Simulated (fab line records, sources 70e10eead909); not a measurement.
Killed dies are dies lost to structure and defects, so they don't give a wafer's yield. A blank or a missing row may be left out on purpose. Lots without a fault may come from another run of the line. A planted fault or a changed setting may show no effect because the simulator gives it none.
A struck lot beside a sound one | flow nand_harc | 15 steps out of a route of 1302
Sound: wafers L495.1, L495.2, L495.6. Struck: wafer L509.6. (L509.2, L509.4 of the same lot were not struck and are left out.) The cause comes at the end.
At each step with rows: each side's tool, then ch and its chambers, then its first start. Under that, the readings that differ: sound wafers | struck wafers | difference of the means | sigmas: that difference in standard deviations of wafers without a fault.
alike: readings whose means differ by less than 2 such deviations, and words and numbers that are the same on both sides. not compared: withheld readings, readings that some wafer has no value for, bounds like >300 that may hide the same value, and numbers for which the record gives no deviation and whose values overlap.
The two part at a step that has a row with sigmas, a row that says differs or no value, or rows on one side only. Numbers that don't overlap but have no deviation are shown without sigmas and don't part them. A reading that every wafer of one side lacks parts them only if that side has two wafers or more.

first, 3 steps without rows for these wafers: NHARC_THIN_TSV_EXPOSE_09 (exposes mask TSV); NHARC_THIN_TSV_PEB_10 (peb time 85 s); NHARC_THIN_TSV_DEVELOP_11 (time 70 s).
NHARC_THIN_TSV_CD_MEAS_12: target cd 1000 nm.
  sound on cd_sem-01 ch 0, day 25 08:27; struck on cd_sem-01 ch 0, day 31 05:36
  alike: cd_nm
then, 1 step without rows for these wafers: NHARC_THIN_TSV_HARDBAKE_13 (time 80 s).
NHARC_THIN_TSV_DESCUM_14: chemistry O2, time 3 s.
  sound on rie_diel-13 ch 1,2, day 25 08:37; struck on rie_diel-09 ch 2, day 31 05:46
  alike: drypump_motor_current_A, o2_flow_sccm, oes_product_au, rf_vpp_V, showerhead_plenum_p_Torr, throttle_valve_pct
  not compared: rf_hours_counter_h
NHARC_THIN_TSV_ETCH_44: etches the open film in CF4/O2, target depth 1594.2 nm, time 797.1 s.
  sound on rie_diel-13 ch 2,3, day 25 08:45; struck on rie_diel-09 ch 1, day 31 05:57
  reading                         | sound          | struck | difference | sigmas
  rf_vpp_V (V)                    | 792 787 788    | 799    | +10        | +2
  showerhead_plenum_p_Torr (Torr) | 1.81 1.73 1.73 | 1.92   | +0.16      | +2
  alike: drypump_motor_current_A, o2_flow_sccm, oes_product_au, throttle_valve_pct
  not compared: rf_hours_counter_h
NHARC_THIN_TSV_ETCH_15: target depth 3000 nm, bosch target overetch cycles 2, bosch etch step 2.8 s.
  sound on rie_si-03 ch 0,1, day 25 09:16; struck on rie_si-02 ch 1, day 31 06:25
  alike: drypump_motor_current_A
  not compared: rf_hours_counter_h
NHARC_THIN_TSV_CD_MEAS_16:
  sound on cd_sem-03, day 25 09:24; struck on cd_sem-02, day 31 06:33
  alike: cd_nm
NHARC_THIN_TSV_STRIP_45: strips in O2.
  sound on plasma_asher-02 ch 0,1, day 25 09:29; struck on plasma_asher-02 ch 0, day 31 06:40
  alike: drypump_motor_current_A, heater_power_w
  not compared: rf_hours_counter_h
then, 2 steps without rows for these wafers: NHARC_THIN_TSV_STRIP_46 (strips in post etch residue remover, time 1200 s); NHARC_THIN_TSV_DEP_47 (deposits SiO2, target thk 200 nm).
NHARC_THIN_TSV_ETCHBACK_48: etches the open film in C4F8/Ar, target depth 1028.5 nm, time 405.17 s.
  sound on rie_diel-09 ch 1,3, day 25 10:41; struck on rie_diel-09 ch 0, day 31 07:50
  reading               | sound             | struck | difference | sigmas
  oes_product_au (a.u.) | 0.912 0.911 0.915 | 0.990  | +0.077     | +3
  run_length_s (s)      | 426.8 426.8 426.8 | 171.6  | -255.2     | -99 or more
  alike: rf_vpp_V
  not compared: rf_hours_counter_h
NHARC_THIN_TSV_STRIP_62: strips in N2/H2, time 20 s.
  sound on plasma_asher-01 ch 0,1, day 25 11:02; struck on plasma_asher-02 ch 1, day 31 08:11
  alike: drypump_motor_current_A, heater_power_w
  not compared: rf_hours_counter_h
NHARC_END_SORT_01:
  the record has rows for the struck wafers here (prober-02 ch 0, day 32 00:32) and none for the sound ones

WHERE THEY PART
First at NHARC_THIN_TSV_ETCH_44; last, within this record, at NHARC_END_SORT_01.

WHY: what the simulator had put in
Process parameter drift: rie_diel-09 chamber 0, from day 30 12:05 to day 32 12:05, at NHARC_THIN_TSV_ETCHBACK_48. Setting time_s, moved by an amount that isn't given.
